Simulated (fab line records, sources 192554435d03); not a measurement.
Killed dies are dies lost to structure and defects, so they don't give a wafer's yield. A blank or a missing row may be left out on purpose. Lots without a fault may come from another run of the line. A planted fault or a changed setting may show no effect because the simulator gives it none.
Split-lot experiment | flow n5_finfet | 7 lots, 21 wafers read, on a route of 1938 steps

THE SPLIT
At N5_BEOL_M13_EXPOSE_25 (exposes mask M13, target cd 210 nm), the setting dose_mj was moved away from the recipe's 22 on 7 of the 21 wafers read, by -5.6% to +5.0%. The other wafers ran this setting at the recipe's value.

FROM THE SPLIT TO THE READING: what the file shows between them, 3 steps
- N5_BEOL_M13_PEB_26: peb time 90 s
- N5_BEOL_M13_DEVELOP_27: develop time 45 s
- N5_BEOL_M13_HARDBAKE_32: time 120 s

THE READING
cd_nm, in nm, at N5_BEOL_M13_CD_MEAS_28 (target cd 209.5 nm). Fault-free wafers of this fab line usually give 209.5 nm, standard deviation 1.5 nm.

wafer  | tool, chamber at the split | dose_mj as run | against the recipe | cd_nm, nm | against lot-mates on the recipe
L074.1 | krf_scanner-01, 0          | 22.57          | +2.6%              | 214.5     | +4.8
L074.4 | krf_scanner-01, 0          | 22.57          | +2.6%              | 212.8     | +3.1
L074.6 | krf_scanner-01, 0          | 22             | recipe             | 209.7     | -
L078.1 | krf_scanner-02, 0          | 22             | recipe             | 210.3     | -
L078.2 | krf_scanner-02, 0          | 22             | recipe             | 211.8     | -
L078.6 | krf_scanner-02, 0          | 22             | recipe             | 210.8     | -
L079.1 | krf_scanner-02, 0          | 23.11          | +5.0%              | 216.2     | +3.5
L079.2 | krf_scanner-02, 0          | 22             | recipe             | 213.8     | -
L079.6 | krf_scanner-02, 0          | 22             | recipe             | 211.6     | -
L085.1 | krf_scanner-02, 0          | 22             | recipe             | 209.5     | -
L085.3 | krf_scanner-02, 0          | 21.07          | -4.2%              | 203.4     | -6.1
L085.5 | krf_scanner-02, 0          | 21.07          | -4.2%              | 206.2     | -3.3
L094.4 | krf_scanner-01, 0          | 20.77          | -5.6%              | 202.1     | -7.3
L094.5 | krf_scanner-01, 0          | 20.77          | -5.6%              | 204.0     | -5.4
L094.6 | krf_scanner-01, 0          | 22             | recipe             | 209.4     | -
L093.1 | krf_scanner-02, 0          | 22             | recipe             | 208.5     | -
L093.4 | krf_scanner-02, 0          | 22             | recipe             | 208.6     | -
L093.6 | krf_scanner-02, 0          | 22             | recipe             | 208.7     | -
L095.1 | krf_scanner-01, 0          | 22             | recipe             | 211.7     | -
L095.2 | krf_scanner-01, 0          | 22             | recipe             | 209.4     | -
L095.6 | krf_scanner-01, 0          | 22             | recipe             | 211.0     | -

THE FIT
A straight line over all 21 wafers: cd_nm changes by +1.27 nm for each +1% of dose_mj; r = +0.92; the points scatter about the line by 1.4 nm.
The same after taking each lot's own level away (the mean of its wafers on the recipe; 21 wafers): +1.08 nm for each +1%; r = +0.94; scatter 1 nm.
On that fit, the largest move of dose_mj shifts the reading by 6.1 nm.
The lots' own levels span 208.60 to 212.70 nm, that is 2.7 times the standard deviation above.
So the lot-to-lot level changes the slope: the two fits differ.
Check: with one of the wafers moved furthest among these (-5.6%) left out of the fit, the line predicts -5.69 nm for it against its lot-mates. It came out at -7.3 nm against them.

OTHER SPLITS ON THESE WAFERS
These wafers also went through other splits before the reading. Each is held against what the fit with the lots' levels taken away leaves over:
other split on the same wafers | wafers away from the commonest value | r with cd_nm (lot level and that fit taken away)
N5_BEOL_M11_DESCUM_16 time_s   | 4                                    | -0.50
N5_BEOL_M12_ILD_DEP_00 time_s  | 6                                    | -0.26
N5_BEOL_M13_COAT_66 spin_rpm   | 8                                    | -0.05

THE WHOLE CHAIN: every reading that the file lists as answering this split, in the file's order
step                   | what it does             | reading                                                         | change (the file's fit)              | r (the file's)
N5_BEOL_M13_CD_MEAS_28 | target cd 209.5 nm       | cd_nm                                                           | +1.02 nm for each +1% of the setting | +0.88
N5_BEOL_M13_DESCUM_33  | chemistry O2, time 7.9 s | BEOL_M13.cd_nm (the simulator's own value, which no gauge read) | +1.03 nm for each +1% of the setting | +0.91

THE FILE'S OWN FIT
cd_nm changes by +1.02 nm for each +1% of dose_mj, r = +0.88.
